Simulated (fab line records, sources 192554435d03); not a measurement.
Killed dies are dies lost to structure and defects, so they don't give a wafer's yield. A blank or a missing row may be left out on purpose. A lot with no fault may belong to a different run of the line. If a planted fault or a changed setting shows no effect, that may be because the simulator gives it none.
Chamber matching || flow n5-finfet || N5_BEOL_M1_ETCHBACK_99 on rie-diel-02: 4 sister chambers
The step etches SiO2 in CHF3, target depth 5 nm, time 10.4 s. 16 wafers are shown with their chamber, then 8 later ones without.

WAFERS, EACH WITH ITS CHAMBER
{"wafer": "L076.1", "chamber": 3, "showerhead-plenum-p-Torr (Torr)": 2.30, "drypump-motor-current-A (A)": 5.5, "oes_ar_750_au (a.u.)": 0.90}
{"wafer": "L076.4", "chamber": 1, "showerhead-plenum-p-Torr (Torr)": 2.17, "drypump-motor-current-A (A)": 6.3, "oes_ar_750_au (a.u.)": 0.74}
{"wafer": "L076.5", "chamber": 1, "showerhead-plenum-p-Torr (Torr)": 2.17, "drypump-motor-current-A (A)": 6.2, "oes_ar_750_au (a.u.)": 0.74}
{"wafer": "L078.1", "chamber": 1, "showerhead-plenum-p-Torr (Torr)": 2.16, "drypump-motor-current-A (A)": 6.3, "oes_ar_750_au (a.u.)": 0.73}
{"wafer": "L078.5", "chamber": 0, "showerhead-plenum-p-Torr (Torr)": 2.11, "drypump-motor-current-A (A)": 5.2, "oes_ar_750_au (a.u.)": 0.83}
{"wafer": "L078.6", "chamber": 3, "showerhead-plenum-p-Torr (Torr)": 2.30, "drypump-motor-current-A (A)": 5.5, "oes_ar_750_au (a.u.)": 0.90}
{"wafer": "L079.1", "chamber": 1, "showerhead-plenum-p-Torr (Torr)": 2.16, "drypump-motor-current-A (A)": 6.3, "oes_ar_750_au (a.u.)": 0.73}
{"wafer": "L079.2", "chamber": 3, "showerhead-plenum-p-Torr (Torr)": 2.30, "drypump-motor-current-A (A)": 5.5, "oes_ar_750_au (a.u.)": 0.89}
{"wafer": "L079.3", "chamber": 0, "showerhead-plenum-p-Torr (Torr)": 2.11, "drypump-motor-current-A (A)": 5.2, "oes_ar_750_au (a.u.)": 0.83}
{"wafer": "L082.3", "chamber": 3, "showerhead-plenum-p-Torr (Torr)": 2.30, "drypump-motor-current-A (A)": 5.5, "oes_ar_750_au (a.u.)": 0.88}
{"wafer": "L082.4", "chamber": 0, "showerhead-plenum-p-Torr (Torr)": 2.10, "drypump-motor-current-A (A)": 5.2, "oes_ar_750_au (a.u.)": 0.82}
{"wafer": "L082.6", "chamber": 2, "showerhead-plenum-p-Torr (Torr)": 2.02, "drypump-motor-current-A (A)": 5.6, "oes_ar_750_au (a.u.)": 0.71}
{"wafer": "L083.2", "chamber": 2, "showerhead-plenum-p-Torr (Torr)": 2.02, "drypump-motor-current-A (A)": 5.6, "oes_ar_750_au (a.u.)": 0.72}
{"wafer": "L083.4", "chamber": 0, "showerhead-plenum-p-Torr (Torr)": 2.10, "drypump-motor-current-A (A)": 5.3, "oes_ar_750_au (a.u.)": 0.83}
{"wafer": "L083.6", "chamber": 2, "showerhead-plenum-p-Torr (Torr)": 2.02, "drypump-motor-current-A (A)": 5.6, "oes_ar_750_au (a.u.)": 0.72}
{"wafer": "L085.1", "chamber": 0, "showerhead-plenum-p-Torr (Torr)": 2.10, "drypump-motor-current-A (A)": 5.2, "oes_ar_750_au (a.u.)": 0.81}

SIGNATURES, as means of the wafers listed above
{"reading": "showerhead-plenum-p-Torr", "chamber 0": 2.1040, "chamber 1": 2.1650, "chamber 2": 2.0200, "chamber 3": 2.3000, "scatter within a chamber": 0.00428}
{"reading": "drypump-motor-current-A", "chamber 0": 5.220, "chamber 1": 6.275, "chamber 2": 5.600, "chamber 3": 5.500, "scatter within a chamber": 0.0359}
{"reading": "oes_ar_750_au", "chamber 0": 0.8240, "chamber 1": 0.7350, "chamber 2": 0.7167, "chamber 3": 0.8925, "scatter within a chamber": 0.00797}
Rule: distance of a wafer from a chamber = root of the sum over the readings of ((wafer's reading minus chamber's mean) / reading's scatter) squared. The wafer belongs to the nearest chamber; if the next one is less than 2 further off, it can't be placed. The scatter is the square root of a quotient: the sum, over the shown wafers, of each reading's squared deviation from its chamber's mean, divided by wafers minus chambers.

WAFERS WITH NO CHAMBER GIVEN
{"wafer": "L085.2", "showerhead-plenum-p-Torr (Torr)": 2.16, "drypump-motor-current-A (A)": 6.3, "oes_ar_750_au (a.u.)": 0.73}
{"wafer": "L085.5", "showerhead-plenum-p-Torr (Torr)": 2.16, "drypump-motor-current-A (A)": 6.2, "oes_ar_750_au (a.u.)": 0.73}
{"wafer": "L092.1", "showerhead-plenum-p-Torr (Torr)": 2.10, "drypump-motor-current-A (A)": 5.3, "oes_ar_750_au (a.u.)": 0.80}
{"wafer": "L092.3", "showerhead-plenum-p-Torr (Torr)": 2.16, "drypump-motor-current-A (A)": 6.2, "oes_ar_750_au (a.u.)": 0.72}
{"wafer": "L092.4", "showerhead-plenum-p-Torr (Torr)": 2.01, "drypump-motor-current-A (A)": 5.6, "oes_ar_750_au (a.u.)": 0.71}
{"wafer": "L097.1", "showerhead-plenum-p-Torr (Torr)": 2.10, "drypump-motor-current-A (A)": 5.3, "oes_ar_750_au (a.u.)": 0.79}
{"wafer": "L097.5", "showerhead-plenum-p-Torr (Torr)": 2.01, "drypump-motor-current-A (A)": 5.6, "oes_ar_750_au (a.u.)": 0.70}
{"wafer": "L097.6", "showerhead-plenum-p-Torr (Torr)": 2.15, "drypump-motor-current-A (A)": 6.2, "oes_ar_750_au (a.u.)": 0.71}

WHICH CHAMBER EACH ONE RAN IN
{"wafer": "L085.2", "from the rows above": 1, "in truth": 1}
{"wafer": "L085.5", "from the rows above": 1, "in truth": 1}
{"wafer": "L092.1", "from the rows above": 0, "in truth": 0}
{"wafer": "L092.3", "from the rows above": 1, "in truth": 1}
{"wafer": "L092.4", "from the rows above": 2, "in truth": 2}
{"wafer": "L097.1", "from the rows above": 0, "in truth": 0}
{"wafer": "L097.5", "from the rows above": 2, "in truth": 2}
{"wafer": "L097.6", "from the rows above": 1, "in truth": 1}
Correctly placed: 8 of 8. Left unplaced by these rows: 0. Placed wrongly: 0.
